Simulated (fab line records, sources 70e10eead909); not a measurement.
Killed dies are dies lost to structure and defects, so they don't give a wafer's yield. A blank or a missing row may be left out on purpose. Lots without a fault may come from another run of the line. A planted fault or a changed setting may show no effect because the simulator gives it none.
Which tool did it? | flow nand_harc | 24 lots, 72 wafers sampled, at 6 steps of a route of 1159

WHAT THE GAUGES READ, wafer by wafer
NHARC_A_M0_CD_MEAS_09: target cd 80 nm.
lot  | measured     | on        | cd_nm (nm)
L075 | day 17 18:17 | cd_sem-03 | 79.3 79.1 78.7
L076 | day 17 17:45 | cd_sem-01 | 79.5 79.7 79.8
L074 | day 17 21:05 | cd_sem-03 | 79.3 80.6 80.2
L079 | day 17 23:36 | cd_sem-01 | 80.1 80.4 80.3
L078 | day 18 02:54 | cd_sem-03 | 79.8 80.2 80.2
L080 | day 18 10:37 | cd_sem-01 | 80.2 80.3 79.7
L077 | day 18 15:13 | cd_sem-01 | 79.4 80.3 79.9
L081 | day 19 00:54 | cd_sem-02 | 80.0 80.0 79.8
L082 | day 19 14:48 | cd_sem-03 | 80.8 79.8 81.1
L083 | day 19 15:37 | cd_sem-03 | 80.0 80.6 79.4
L084 | day 20 00:36 | cd_sem-02 | 79.7 80.0 80.1
L085 | day 20 15:53 | cd_sem-03 | 80.1 80.7 81.4
L086 | day 20 16:37 | cd_sem-03 | 79.1 79.0 79.3
L087 | day 21 00:02 | cd_sem-03 | 79.4 80.5 79.9
L091 | day 21 14:01 | cd_sem-01 | 81.3 81.1 81.4
L090 | day 21 15:04 | cd_sem-03 | 79.7 80.1 80.2
L089 | day 21 15:30 | cd_sem-02 | 81.1 80.7 80.9
L088 | day 21 18:31 | cd_sem-03 | 79.8 79.7 79.2
L093 | day 21 20:15 | cd_sem-03 | 80.2 79.7 79.8
L092 | day 22 10:43 | cd_sem-02 | 79.6 79.5 80.3
L094 | day 22 10:59 | cd_sem-02 | 81.0 80.7 80.6
L096 | day 22 11:17 | cd_sem-02 | 80.2 80.7 80.6
L095 | day 22 14:28 | cd_sem-02 | 80.3 80.6 80.6
L097 | day 23 13:56 | cd_sem-01 | 79.3 79.7 79.3

NHARC_A_BONDPAD_CD_MEAS_13.
lot  | measured     | on        | cd_nm (nm)
L075 | day 18 03:40 | cd_sem-03 | 498.1 498.0 500.4
L076 | day 18 03:19 | cd_sem-03 | 499.0 498.4 497.7
L074 | day 18 06:27 | cd_sem-03 | 500.1 499.1 501.1
L079 | day 18 09:23 | cd_sem-02 | 499.3 496.4 501.3
L078 | day 18 12:07 | cd_sem-02 | 499.0 499.3 498.0
L080 | day 18 20:05 | cd_sem-03 | 498.6 499.0 498.5
L077 | day 19 00:37 | cd_sem-03 | 497.4 498.2 500.3
L081 | day 19 10:21 | cd_sem-03 | 496.8 495.0 497.2
L082 | day 20 00:22 | cd_sem-03 | 499.6 497.9 500.1
L083 | day 20 02:10 | cd_sem-02 | 498.4 497.8 498.5
L084 | day 20 10:02 | cd_sem-02 | 502.8 502.1 497.6
L085 | day 21 01:52 | cd_sem-02 | 499.6 500.3 498.9
L086 | day 21 02:17 | cd_sem-03 | 496.8 500.8 500.9
L087 | day 21 09:29 | cd_sem-01 | 499.1 499.2 499.7
L091 | day 21 23:43 | cd_sem-02 | 498.2 501.4 500.2
L090 | day 22 00:54 | cd_sem-03 | 500.5 499.2 499.7
L089 | day 22 01:07 | cd_sem-02 | 502.5 501.9 501.6
L088 | day 22 04:52 | cd_sem-01 | 498.1 497.9 496.7
L093 | day 22 05:37 | cd_sem-02 | 499.2 498.5 496.8
L092 | day 22 21:05 | cd_sem-02 | 497.4 497.6 499.8
L094 | day 22 20:46 | cd_sem-03 | 501.4 502.4 500.0
L096 | day 22 21:29 | cd_sem-01 | 496.7 497.9 497.5
L095 | day 22 23:43 | cd_sem-02 | 499.3 497.7 500.4
L097 | day 23 23:11 | cd_sem-03 | 500.0 499.8 499.6

WHICH TOOL RAN EACH LOT (tool, then ch and the chambers of the sampled wafers, then the start)
lot  | NHARC_A_CONTACT_ETCH_137             | NHARC_A_BLC_ETCH_16                | NHARC_A_BLC_STRIP_21               | NHARC_A_M0_PVD_21
L075 | har_cap_etch-03 ch 0,1, day 17 02:20 | rie_diel-04 ch 1,2,3, day 17 13:43 | rie_diel-04 ch 1,2,3, day 17 14:46 | pvd_sputter-01, day 18 03:40 or earlier
L076 | har_cap_etch-01 ch 0,1, day 17 02:25 | rie_diel-10 ch 0,2,3, day 17 13:07 | rie_diel-10 ch 0,1,2, day 17 14:12 | pvd_sputter-03, day 18 03:19 or earlier
L074 | har_cap_etch-02 ch 0,1, day 17 07:16 | rie_diel-04 ch 2,3, day 17 17:13   | rie_diel-03 ch 0,1,3, day 17 18:19 | pvd_sputter-01, day 18 06:27 or earlier
L079 | har_cap_etch-01 ch 0,1, day 17 15:25 | rie_diel-03 ch 1,2, day 17 19:48   | rie_diel-04 ch 0,2,3, day 17 20:53 | pvd_sputter-02, day 18 09:23 or earlier
L078 | har_cap_etch-02 ch 0,1, day 17 19:01 | rie_diel-03 ch 0,3, day 17 23:13   | rie_diel-04 ch 0,1,3, day 18 00:17 | pvd_sputter-01, day 18 12:07 or earlier
L080 | har_cap_etch-01 ch 0,1, day 17 22:45 | rie_diel-04 ch 1,2, day 18 02:58   | rie_diel-03 ch 0,3, day 18 04:02   | pvd_sputter-03, day 18 20:05 or earlier
L077 | har_cap_etch-03 ch 0,1, day 18 05:05 | rie_diel-03 ch 2,3, day 18 11:08   | rie_diel-03 ch 1,2,3, day 18 12:13 | pvd_sputter-03, day 19 00:37 or earlier
L081 | har_cap_etch-01 ch 0,1, day 18 13:46 | rie_diel-04 ch 0,1,2, day 18 18:07 | rie_diel-04 ch 0,1,2, day 18 19:11 | pvd_sputter-01, day 19 10:21 or earlier
L082 | har_cap_etch-03 ch 0, day 19 02:34   | rie_diel-03 ch 0,2,3, day 19 11:01 | rie_diel-03 ch 1,2, day 19 12:05   | pvd_sputter-01, day 20 00:22 or earlier
L083 | har_cap_etch-02 ch 0,1, day 19 02:55 | rie_diel-10 ch 0,2,3, day 19 11:40 | rie_diel-03 ch 0,1,2, day 19 12:44 | pvd_sputter-01, day 20 02:10 or earlier
L084 | har_cap_etch-03 ch 0,1, day 19 11:59 | rie_diel-10 ch 0,1,3, day 19 16:18 | rie_diel-04 ch 1,2,3, day 19 17:32 | pvd_sputter-01, day 20 10:02 or earlier
L085 | har_cap_etch-02 ch 0,1, day 20 06:03 | rie_diel-03 ch 0,1,2, day 20 10:30 | rie_diel-03 ch 0,1,2, day 20 11:35 | pvd_sputter-03, day 21 01:52 or earlier
L086 | har_cap_etch-03 ch 0,1, day 20 06:27 | rie_diel-10 ch 0,1, day 20 11:16   | rie_diel-03 ch 0,2, day 20 12:29   | pvd_sputter-01, day 21 02:17 or earlier
L087 | har_cap_etch-03 ch 0,1, day 20 12:57 | rie_diel-03 ch 1,3, day 20 17:28   | rie_diel-10 ch 2,3, day 20 18:53   | pvd_sputter-01, day 21 09:29 or earlier
L091 | har_cap_etch-01 ch 0,1, day 21 01:30 | rie_diel-04 ch 0,3, day 21 10:16   | rie_diel-04 ch 0,1,2, day 21 11:20 | pvd_sputter-01, day 21 23:43 or earlier
L090 | har_cap_etch-02 ch 0,1, day 21 03:11 | rie_diel-03 ch 0,1, day 21 10:59   | rie_diel-03 ch 0,2, day 21 12:04   | pvd_sputter-01, day 22 00:54 or earlier
L089 | har_cap_etch-03 ch 0,1, day 21 05:30 | rie_diel-10 ch 1,3, day 21 11:52   | rie_diel-03 ch 0,1,3, day 21 12:56 | pvd_sputter-03, day 22 01:07 or earlier
L088 | har_cap_etch-03 ch 0,1, day 21 09:54 | rie_diel-04 ch 0,1,3, day 21 14:41 | rie_diel-03 ch 0,1,2, day 21 15:45 | pvd_sputter-02, day 22 04:52 or earlier
L093 | har_cap_etch-03 ch 0,1, day 21 12:13 | rie_diel-03 ch 0,2,3, day 21 16:26 | rie_diel-04 ch 2,3, day 21 17:29   | pvd_sputter-03, day 22 05:37 or earlier
L092 | har_cap_etch-03 ch 0,1, day 21 17:05 | rie_diel-04 ch 0,1,3, day 22 01:08 | rie_diel-03 ch 1,3, day 22 02:13   | pvd_sputter-03, day 22 21:05 or earlier
L094 | har_cap_etch-02 ch 0, day 21 18:34   | rie_diel-03 ch 0,1,2, day 22 01:18 | rie_diel-04 ch 0,2,3, day 22 02:22 | pvd_sputter-02, day 22 20:46 or earlier
L096 | har_cap_etch-03 ch 0,1, day 21 20:08 | rie_diel-10 ch 0,1,3, day 22 01:59 | rie_diel-04 ch 0,2,3, day 22 03:02 | pvd_sputter-03, day 22 21:29 or earlier
L095 | har_cap_etch-01 ch 0,1, day 22 00:12 | rie_diel-03 ch 0,1,3, day 22 10:36 | rie_diel-04 ch 2,3, day 22 11:40   | pvd_sputter-03, day 22 23:43 or earlier
L097 | har_cap_etch-01 ch 0, day 22 21:46   | rie_diel-03 ch 1,3, day 23 10:06   | rie_diel-03 ch 0,1,3, day 23 11:12 | pvd_sputter-03, day 23 23:11 or earlier
- NHARC_A_CONTACT_ETCH_137: etches the open film in C4F8/O2/Ar, time 132 s, target depth 1287 nm.
- NHARC_A_BLC_ETCH_16: etches the open film in CF4, target depth 39 nm, time 65 s.
- NHARC_A_BLC_STRIP_21: strips in O2.
- NHARC_A_M0_PVD_21: deposits Cu, target thk 30 nm, time 20.49 s.

WHAT THE TOOLS THEMSELVES READ (means of the sampled wafers that have a number; where no wafer has one, the mark that the record gives instead)
NHARC_A_BLC_ETCH_16.
lot  | tool        | drypump_motor_current_A (A) | oes_product_au (a.u.) | rf_fwd_power_W (W) | rf_vpp_V (V) | showerhead_plenum_p_Torr (Torr) | throttle_valve_pct (%)
L075 | rie_diel-04 | 5.7                         | 0.999                 | 297.5              | 151.3        | 1.81                            | 13.282
L076 | rie_diel-10 | 5.3                         | 1.007                 | 297.3              | 150.8        | 1.70                            | 13.289
L074 | rie_diel-04 | 6.1                         | 1.007                 | 297.8              | 151.3        | 1.78                            | 13.283
L079 | rie_diel-03 | 5.6                         | 0.994                 | 297.7              | 152.7        | 1.74                            | 13.288
L078 | rie_diel-03 | 5.7                         | 1.001                 | 297.9              | 152.1        | 1.80                            | 13.282
L080 | rie_diel-04 | 5.3                         | 0.999                 | 297.8              | 151.2        | 1.81                            | 13.287
L077 | rie_diel-03 | 5.0                         | 1.001                 | 297.7              | 150.3        | 1.72                            | 13.284
L081 | rie_diel-04 | 5.3                         | 1.001                 | 297.6              | 152.0        | 1.84                            | 13.291
L082 | rie_diel-03 | 5.3                         | 1.003                 | 297.1              | 151.7        | 1.76                            | 13.287
L083 | rie_diel-10 | 5.3                         | 1.000                 | 296.8              | 150.6        | 1.70                            | 13.282
L084 | rie_diel-10 | 5.5                         | 0.996                 | 296.9              | 150.0        | 1.70                            | 13.287
L085 | rie_diel-03 | 5.6                         | 0.992                 | 297.2              | 152.0        | 1.76                            | 13.283
L086 | rie_diel-10 | 5.8                         | 1.003                 | 297.2              | 150.9        | 1.67                            | 13.288
L087 | rie_diel-03 | 5.3                         | 0.998                 | 297.1              | 151.1        | 1.74                            | 13.280
L091 | rie_diel-04 | 5.7                         | 1.007                 | 297.7              | 152.1        | 1.83                            | 13.285
L090 | rie_diel-03 | 5.9                         | 1.006                 | 296.9              | 151.1        | 1.77                            | 13.284
L089 | rie_diel-10 | 5.5                         | 1.003                 | 298.4              | 150.3        | 1.68                            | 13.290
L088 | rie_diel-04 | 5.7                         | 1.013                 | 298.5              | 151.3        | 1.84                            | 13.283
L093 | rie_diel-03 | 5.3                         | 0.999                 | 297.3              | 152.3        | 1.76                            | 13.278
L092 | rie_diel-04 | 5.7                         | 1.007                 | 297.8              | 152.7        | 1.84                            | 13.281
L094 | rie_diel-03 | 5.6                         | 0.997                 | 297.0              | 150.4        | 1.76                            | 13.285
L096 | rie_diel-10 | 5.5                         | 1.004                 | 297.6              | 150.0        | 1.69                            | 13.284
L095 | rie_diel-03 | 5.6                         | 0.990                 | 297.2              | 151.5        | 1.77                            | 13.278
L097 | rie_diel-03 | 5.3                         | 0.990                 | 296.6              | 150.9        | 1.74                            | 13.285

NHARC_A_BLC_STRIP_21.
lot  | tool        | drypump_motor_current_A (A) | oes_product_au (a.u.) | rf_vpp_V (V) | showerhead_plenum_p_Torr (Torr) | throttle_valve_pct (%)
L075 | rie_diel-04 | 5.7                         | 0.997                 | 57.7         | 3.61                            | 17.044
L076 | rie_diel-10 | 5.6                         | 1.001                 | 56.9         | 3.35                            | 17.036
L074 | rie_diel-03 | 5.7                         | 1.000                 | 57.6         | 3.53                            | 17.038
L079 | rie_diel-04 | 5.7                         | 1.004                 | 58.3         | 3.60                            | 17.048
L078 | rie_diel-04 | 5.7                         | 1.010                 | 58.0         | 3.67                            | 17.030
L080 | rie_diel-03 | 5.4                         | 1.001                 | 57.2         | 3.53                            | 17.035
L077 | rie_diel-03 | 5.3                         | 0.994                 | 57.5         | 3.45                            | 17.036
L081 | rie_diel-04 | 5.3                         | 1.004                 | 57.6         | 3.66                            | 17.031
L082 | rie_diel-03 | 5.6                         | 0.999                 | 57.8         | 3.46                            | 17.037
L083 | rie_diel-03 | 5.7                         | 0.997                 | 57.3         | 3.51                            | 17.045
L084 | rie_diel-04 | 5.7                         | 0.995                 | 57.8         | 3.61                            | 17.038
L085 | rie_diel-03 | 5.7                         | 1.001                 | 58.1         | 3.51                            | 17.041
L086 | rie_diel-03 | 5.4                         | 0.998                 | 58.2         | 3.48                            | 17.037
L087 | rie_diel-10 | 5.2                         | 1.001                 | 57.9         | 3.36                            | 17.030
L091 | rie_diel-04 | 5.3                         | 1.003                 | 57.3         | 3.66                            | 17.034
L090 | rie_diel-03 | 5.4                         | 1.011                 | 57.3         | 3.48                            | 17.030
L089 | rie_diel-03 | 5.6                         | 0.998                 | 57.9         | 3.53                            | 17.034
L088 | rie_diel-03 | 5.7                         | 1.009                 | 58.0         | 3.51                            | 17.037
L093 | rie_diel-04 | 5.7                         | 1.006                 | 57.1         | 3.53                            | 17.044
L092 | rie_diel-03 | 5.6                         | 0.999                 | 57.4         | 3.48                            | 17.026
L094 | rie_diel-04 | 5.7                         | 1.012                 | 57.7         | 3.60                            | 17.038
L096 | rie_diel-04 | 5.7                         | 1.012                 | 57.2         | 3.60                            | 17.033
L095 | rie_diel-04 | 6.1                         | 1.014                 | 57.4         | 3.54                            | 17.036
L097 | rie_diel-03 | 5.7                         | 0.995                 | 58.1         | 3.53                            | 17.034

NHARC_A_M0_PVD_21.
lot  | tool           | cathode_dc_power_W (W) | throttle_valve_pct (%)
L075 | pvd_sputter-01 | 4999.3                 | 29.7
L076 | pvd_sputter-03 | 4999.6                 | 29.2
L074 | pvd_sputter-01 | 5000.5                 | 29.8
L079 | pvd_sputter-02 | 4999.9                 | 29.5
L078 | pvd_sputter-01 | 5000.3                 | 29.1
L080 | pvd_sputter-03 | 5000.6                 | 29.9
L077 | pvd_sputter-03 | 4999.9                 | 29.3
L081 | pvd_sputter-01 | 5000.1                 | 29.8
L082 | pvd_sputter-01 | 4999.5                 | 29.9
L083 | pvd_sputter-01 | 5000.4                 | 29.7
L084 | pvd_sputter-01 | 5000.5                 | 30.5
L085 | pvd_sputter-03 | 4999.5                 | 29.8
L086 | pvd_sputter-01 | 4999.5                 | 29.8
L087 | pvd_sputter-01 | 4999.4                 | 29.4
L091 | pvd_sputter-01 | 5000.2                 | 30.2
L090 | pvd_sputter-01 | 5000.1                 | 29.9
L089 | pvd_sputter-03 | 5000.2                 | 29.8
L088 | pvd_sputter-02 | 5000.1                 | 29.9
L093 | pvd_sputter-03 | 4999.8                 | 28.6
L092 | pvd_sputter-03 | 4999.5                 | 29.1
L094 | pvd_sputter-02 | 4999.2                 | 29.7
L096 | pvd_sputter-03 | 5001.1                 | 29.4
L095 | pvd_sputter-03 | 4999.7                 | 29.0
L097 | pvd_sputter-03 | 5000.0                 | 29.1

THE ANSWER, worked out from the rows above alone
Rule: what is usual is taken from the lots themselves. Put in order of their means at a reading, lots are off if they are a third of the lots or fewer, leave a main group of 4 or more, and stand apart from it by a gap of 3 or more times the standard deviation of the main group's means; of several such gaps the widest counts. A main group whose means are all the same, to the digits that the tables above print for the reading, isn't used. A lot without any number at a reading at which 4 lots or more have one is off too. The other lots that the step has rows for count as sound. The gauges are gone through in route order, then the tools' own readings, and for those a lot's mean is taken as printed above. The first step at which some lot is off is used, and at that step the reading that is off furthest; a lot without a number counts as furthest.
No lot is off at any reading shown: from this, nothing can be told.

WHAT THE SIMULATOR HAD PUT IN
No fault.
